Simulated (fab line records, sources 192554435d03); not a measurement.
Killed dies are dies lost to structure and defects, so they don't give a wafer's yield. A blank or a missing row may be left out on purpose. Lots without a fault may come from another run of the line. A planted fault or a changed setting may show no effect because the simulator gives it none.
Which tool did it? | flow n5_finfet | 20 lots, 60 wafers sampled, at 4 steps of a route of 1938

WHAT THE GAUGES READ, wafer by wafer
N5_FIN_SAQP_OCD_MEAS_76. Usual: trench_depth_nm 120.5 nm, standard deviation 1.1.
lot  | measured    | on     | trench_depth_nm (nm) | flag
L074 | day 2 02:01 | ocd-01 | 119.1 119.8 118.9    |
L076 | day 2 16:21 | ocd-01 | 121.1 122.1 121.5    |
L077 | day 2 21:16 | ocd-02 | 120.8 120.0 119.8    |
L078 | day 3 03:51 | ocd-01 | 121.0 120.7 121.5    |
L079 | day 3 10:24 | ocd-01 | 122.7 120.1 120.1    |
L080 | day 3 14:53 | ocd-01 | 122.3 121.9 121.2    |
L081 | day 3 20:18 | ocd-02 | 122.4 120.2 119.4    |
L082 | day 4 02:03 | ocd-01 | 120.9 121.2 122.1    |
L084 | day 4 14:11 | ocd-02 | 119.1 120.5 118.4    |
L086 | day 5 03:25 | ocd-01 | 120.5 120.8 121.4    |
L087 | day 5 10:58 | ocd-01 | 121.0 119.7 119.8    |
L089 | day 5 22:51 | ocd-01 | 121.6 120.3 118.7    |
L090 | day 6 01:46 | ocd-01 | 120.1 121.7 121.1    |
L091 | day 6 08:26 | ocd-01 | 120.9 119.1 119.5    |
L092 | day 6 14:23 | ocd-01 | 122.1 121.4 120.9    |
L093 | day 6 21:22 | ocd-02 | 119.6 120.2 122.1    |
L094 | day 7 03:01 | ocd-02 | 119.4 118.1 122.2    |
L095 | day 7 08:53 | ocd-01 | 118.9 118.9 120.5    |
L096 | day 7 14:51 | ocd-01 | 119.3 120.5 119.5    |
L097 | day 7 20:05 | ocd-01 | 119.2 122.7 119.4    |

WHICH TOOL RAN EACH LOT (tool, then ch and the chambers of the sampled wafers, then the start)
lot  | N5_FIN_SAQP_PECVD_06           | N5_FIN_SAQP_ETCH_51               | N5_FIN_SAQP_ETCH_34
L074 | pecvd-04 ch 0,1,2, day 1 21:04 | rie_diel-02 ch 0,3, day 1 21:40   | rie_diel-05 ch 0,2,3, day 2 01:34
L076 | pecvd-04 ch 0,1, day 2 09:14   | rie_diel-02 ch 0,1, day 2 11:11   | rie_diel-02 ch 0,1,2, day 2 15:55
L077 | pecvd-04 ch 0,1, day 2 15:26   | rie_diel-05 ch 0,2,3, day 2 16:25 | rie_diel-05 ch 0,2,3, day 2 20:50
L078 | pecvd-01 ch 0,1, day 2 21:59   | rie_diel-03 ch 0,1,2, day 2 22:36 | rie_diel-05 ch 0,2,3, day 3 03:25
L079 | pecvd-03 ch 0,1,2, day 3 04:54 | rie_diel-02 ch 0,3, day 3 05:53   | rie_diel-03 ch 2,3, day 3 09:58
L080 | pecvd-04 ch 0,1,2, day 3 08:47 | rie_diel-02 ch 0,2, day 3 09:30   | rie_diel-05 ch 1,2, day 3 14:26
L081 | pecvd-01 ch 0,1, day 3 15:19   | rie_diel-05 ch 1,2,3, day 3 16:14 | rie_diel-03 ch 0,2,3, day 3 19:52
L082 | pecvd-01 ch 0,2, day 3 21:10   | rie_diel-02 ch 0,1,2, day 3 21:55 | rie_diel-02 ch 1,2,3, day 4 01:36
L084 | pecvd-01 ch 0,2, day 4 08:51   | rie_diel-05 ch 0,1,3, day 4 09:49 | rie_diel-02 ch 0,1,3, day 4 13:44
L086 | pecvd-04 ch 1,2, day 4 20:53   | rie_diel-05 ch 0,1,2, day 4 21:35 | rie_diel-03 ch 1,3, day 5 02:59
L087 | pecvd-03 ch 0,1,2, day 5 05:49 | rie_diel-05 ch 0,1, day 5 06:32   | rie_diel-03 ch 0,1,3, day 5 10:32
L089 | pecvd-01 ch 0,1,2, day 5 15:56 | rie_diel-05 ch 0,2,3, day 5 16:42 | rie_diel-05 ch 0,1,2, day 5 22:25
L090 | pecvd-04 ch 0,1, day 5 20:37   | rie_diel-03 ch 0,1,3, day 5 21:22 | rie_diel-02 ch 0,2,3, day 6 01:18
L091 | pecvd-03 ch 0,2, day 6 03:33   | rie_diel-05 ch 0,1,3, day 6 04:08 | rie_diel-03 ch 0,3, day 6 07:58
L092 | pecvd-01 ch 0,1, day 6 09:17   | rie_diel-05 ch 0,3, day 6 10:09   | rie_diel-02 ch 1,2,3, day 6 13:58
L093 | pecvd-04 ch 0,1,2, day 6 15:52 | rie_diel-03 ch 1,2,3, day 6 16:34 | rie_diel-03 ch 1,3, day 6 20:56
L094 | pecvd-04 ch 1,2, day 6 22:07   | rie_diel-03 ch 1,2,3, day 6 22:42 | rie_diel-02 ch 0,1, day 7 02:34
L095 | pecvd-01 ch 0,2, day 7 03:31   | rie_diel-05 ch 0,1,3, day 7 04:21 | rie_diel-02 ch 2,3, day 7 08:27
L096 | pecvd-03 ch 0,1,2, day 7 09:14 | rie_diel-02 ch 0,1,3, day 7 09:56 | rie_diel-02 ch 0,1,2, day 7 14:25
L097 | pecvd-03 ch 1, day 7 15:11     | rie_diel-02 ch 0,3, day 7 15:47   | rie_diel-02 ch 0,2,3, day 7 19:39
- N5_FIN_SAQP_PECVD_06: deposits a-Si from SiH4/He, target thk 60 nm, time 48.1 s.
- N5_FIN_SAQP_ETCH_51: etches SiARC in CF4, target depth 45.5 nm, time 75.8 s.
- N5_FIN_SAQP_ETCH_34: etches SiO2 in C4F6/O2, target depth 45 nm, time 15 s.

WHAT THE TOOLS THEMSELVES READ (means of the sampled wafers that have a number; where no wafer has one, the mark that the record gives instead)
N5_FIN_SAQP_PECVD_06. Usual: heater_power_w 852 W, standard deviation 130; showerhead_plenum_p_Torr 5.67 Torr, standard deviation 0.055; throttle_valve_pct 18.5 %, standard deviation 0.75.
lot  | tool     | heater_power_w (W) | showerhead_plenum_p_Torr (Torr) | throttle_valve_pct (%) | flag
L074 | pecvd-04 | 777                | 5.63                            | 18.1                   |
L076 | pecvd-04 | 788                | 5.63                            | 18.3                   |
L077 | pecvd-04 | 899                | 5.64                            | 17.9                   |
L078 | pecvd-01 | 799                | 5.68                            | 19.5                   |
L079 | pecvd-03 | 838                | 5.65                            | 18.3                   |
L080 | pecvd-04 | 766                | 5.63                            | 17.6                   |
L081 | pecvd-01 | 854                | 5.72                            | 19.2                   |
L082 | pecvd-01 | 1057               | 5.74                            | 18.9                   |
L084 | pecvd-01 | 1033               | 5.75                            | 18.7                   |
L086 | pecvd-04 | 703                | 5.60                            | 17.7                   |
L087 | pecvd-03 | 835                | 5.67                            | 18.5                   |
L089 | pecvd-01 | 962                | 5.73                            | 19.1                   |
L090 | pecvd-04 | 912                | 5.64                            | 18.0                   |
L091 | pecvd-03 | 807                | 5.67                            | 18.1                   |
L092 | pecvd-01 | 875                | 5.71                            | 19.2                   |
L093 | pecvd-04 | 854                | 5.62                            | 17.8                   |
L094 | pecvd-04 | 738                | 5.61                            | 18.2                   |
L095 | pecvd-01 | 1000               | 5.75                            | 18.9                   |
L096 | pecvd-03 | 792                | 5.67                            | 18.6                   |
L097 | pecvd-03 | 892                | 5.63                            | 18.8                   |

N5_FIN_SAQP_ETCH_51. Usual: drypump_motor_current_A 5.9 A, standard deviation 0.5; etch_rf_on_time_s 75.7 s, standard deviation 1; oes_product_au 0.68 a.u., standard deviation 0.068; rf_vpp_V 184.5 V, standard deviation 1.2; showerhead_plenum_p_Torr 2.18 Torr, standard deviation 0.077; throttle_valve_pct 15.61 %, standard deviation 0.21.
lot  | tool        | drypump_motor_current_A (A) | etch_rf_on_time_s (s) | oes_product_au (a.u.) | rf_vpp_V (V) | showerhead_plenum_p_Torr (Torr) | throttle_valve_pct (%) | flag
L074 | rie_diel-02 | 6.0                         | 74.8                  | 0.70                  | 185.6        | 2.26                            | 15.58                  |
L076 | rie_diel-02 | 5.4                         | 76.2                  | 0.61                  | 184.1        | 2.15                            | 15.75                  |
L077 | rie_diel-05 | 6.0                         | 75.0                  | 0.66                  | 184.7        | 2.24                            | 15.59                  |
L078 | rie_diel-03 | 6.3                         | 76.5                  | 0.63                  | 184.2        | 2.16                            | 15.66                  |
L079 | rie_diel-02 | 5.9                         | 75.5                  | 0.72                  | 184.6        | 2.25                            | 15.64                  |
L080 | rie_diel-02 | 6.1                         | 75.9                  | 0.64                  | 184.9        | 2.17                            | 15.71                  |
L081 | rie_diel-05 | 5.7                         | 75.8                  | 0.70                  | 183.6        | 2.18                            | 15.48                  |
L082 | rie_diel-02 | 5.8                         | 76.2                  | 0.70                  | 184.1        | 2.13                            | 15.63                  |
L084 | rie_diel-05 | 5.7                         | 75.2                  | 0.71                  | 184.6        | 2.19                            | 15.57                  |
L086 | rie_diel-05 | 5.5                         | 74.8                  | 0.70                  | 185.6        | 2.19                            | 15.46                  |
L087 | rie_diel-05 | 5.1                         | 76.2                  | 0.75                  | 183.8        | 2.15                            | 15.43                  |
L089 | rie_diel-05 | 6.0                         | 75.8                  | 0.64                  | 184.7        | 2.22                            | 15.64                  |
L090 | rie_diel-03 | 6.4                         | 76.3                  | 0.64                  | 183.8        | 2.19                            | 15.54                  |
L091 | rie_diel-05 | 5.7                         | 75.0                  | 0.69                  | 184.9        | 2.19                            | 15.60                  |
L092 | rie_diel-05 | 5.9                         | 75.0                  | 0.65                  | 185.5        | 2.23                            | 15.74                  |
L093 | rie_diel-03 | 6.2                         | 76.1                  | 0.70                  | 184.8        | 2.21                            | 15.53                  |
L094 | rie_diel-03 | 6.2                         | 76.0                  | 0.69                  | 184.6        | 2.21                            | 15.52                  |
L095 | rie_diel-05 | 5.7                         | 75.7                  | 0.68                  | 184.2        | 2.18                            | 15.61                  |
L096 | rie_diel-02 | 5.7                         | 75.7                  | 0.70                  | 185.3        | 2.19                            | 15.60                  |
L097 | rie_diel-02 | 6.0                         | 75.4                  | 0.65                  | 185.1        | 2.24                            | 15.69                  |

N5_FIN_SAQP_ETCH_34. Usual: C4F6_flow_sccm 10.00 sccm, standard deviation 0.032; drypump_motor_current_A 5.9 A, standard deviation 0.48; etch_rf_on_time_s 14.97 s, standard deviation 0.2; oes_product_au 0.67 a.u., standard deviation 0.068; rf_vpp_V 669 V, standard deviation 8.1; showerhead_plenum_p_Torr 2.89 Torr, standard deviation 0.11; throttle_valve_pct 21.10 %, standard deviation 0.22.
lot  | tool        | C4F6_flow_sccm (sccm) | drypump_motor_current_A (A) | etch_rf_on_time_s (s) | oes_product_au (a.u.) | rf_vpp_V (V) | showerhead_plenum_p_Torr (Torr) | throttle_valve_pct (%) | flag
L074 | rie_diel-05 | 10.01                 | 6.0                         | 14.78                 | 0.67                  | 673          | 2.97                            | 21.00                  |
L076 | rie_diel-02 | 10.01                 | 5.7                         | 14.72                 | 0.62                  | 670          | 2.83                            | 21.21                  |
L077 | rie_diel-05 | 9.98                  | 6.0                         | 14.85                 | 0.66                  | 671          | 2.97                            | 21.01                  |
L078 | rie_diel-05 | 10.05                 | 6.0                         | 14.78                 | 0.65                  | 670          | 2.96                            | 21.02                  |
L079 | rie_diel-03 | 9.99                  | 5.9                         | 15.25                 | 0.62                  | 658          | 2.75                            | 21.36                  |
L080 | rie_diel-05 | 10.00                 | 5.2                         | 14.90                 | 0.77                  | 664          | 2.85                            | 20.80                  |
L081 | rie_diel-03 | 9.97                  | 6.1                         | 15.10                 | 0.62                  | 664          | 2.83                            | 21.21                  |
L082 | rie_diel-02 | 9.99                  | 5.6                         | 14.94                 | 0.73                  | 667          | 2.84                            | 21.15                  |
L084 | rie_diel-02 | 10.03                 | 5.7                         | 15.00                 | 0.73                  | 674          | 2.92                            | 21.05                  |
L086 | rie_diel-03 | 9.96                  | 6.5                         | 15.14                 | 0.66                  | 666          | 2.92                            | 20.81                  |
L087 | rie_diel-03 | 9.99                  | 6.4                         | 15.13                 | 0.64                  | 669          | 2.91                            | 20.94                  |
L089 | rie_diel-05 | 10.01                 | 5.5                         | 15.04                 | 0.68                  | 667          | 2.90                            | 20.94                  |
L090 | rie_diel-02 | 9.99                  | 6.0                         | 14.96                 | 0.66                  | 673          | 2.89                            | 21.26                  |
L091 | rie_diel-03 | 9.98                  | 6.2                         | 14.83                 | 0.64                  | 664          | 2.87                            | 21.08                  |
L092 | rie_diel-02 | 10.02                 | 5.6                         | 15.01                 | 0.70                  | 667          | 2.83                            | 21.18                  |
L093 | rie_diel-03 | 10.00                 | 6.3                         | 15.03                 | 0.66                  | 662          | 2.88                            | 20.95                  |
L094 | rie_diel-02 | 10.03                 | 5.8                         | 14.84                 | 0.69                  | 676          | 2.90                            | 21.06                  |
L095 | rie_diel-02 | 9.99                  | 5.9                         | 14.90                 | 0.68                  | 673          | 2.90                            | 21.31                  |
L096 | rie_diel-02 | 9.99                  | 5.7                         | 14.96                 | 0.66                  | 668          | 2.81                            | 21.16                  |
L097 | rie_diel-02 | 10.02                 | 6.0                         | 14.95                 | 0.65                  | 674          | 2.88                            | 21.27                  |

THE ANSWER, worked out from the rows above alone
Rule: a lot is off if the mean of its wafers that have a number lies more than 3 standard deviations from the usual mean. A lot without any number at a reading at which 4 lots or more have one is off too. The other lots that the step has rows for count as sound. The gauges are gone through in route order, then the tools' own readings, and for those a lot's mean is taken as printed above. The first step at which some lot is off is used, and at that step the reading that is off furthest; a lot without a number counts as furthest.
No lot is off at any reading shown: from this, nothing can be told.

WHAT THE SIMULATOR HAD PUT IN
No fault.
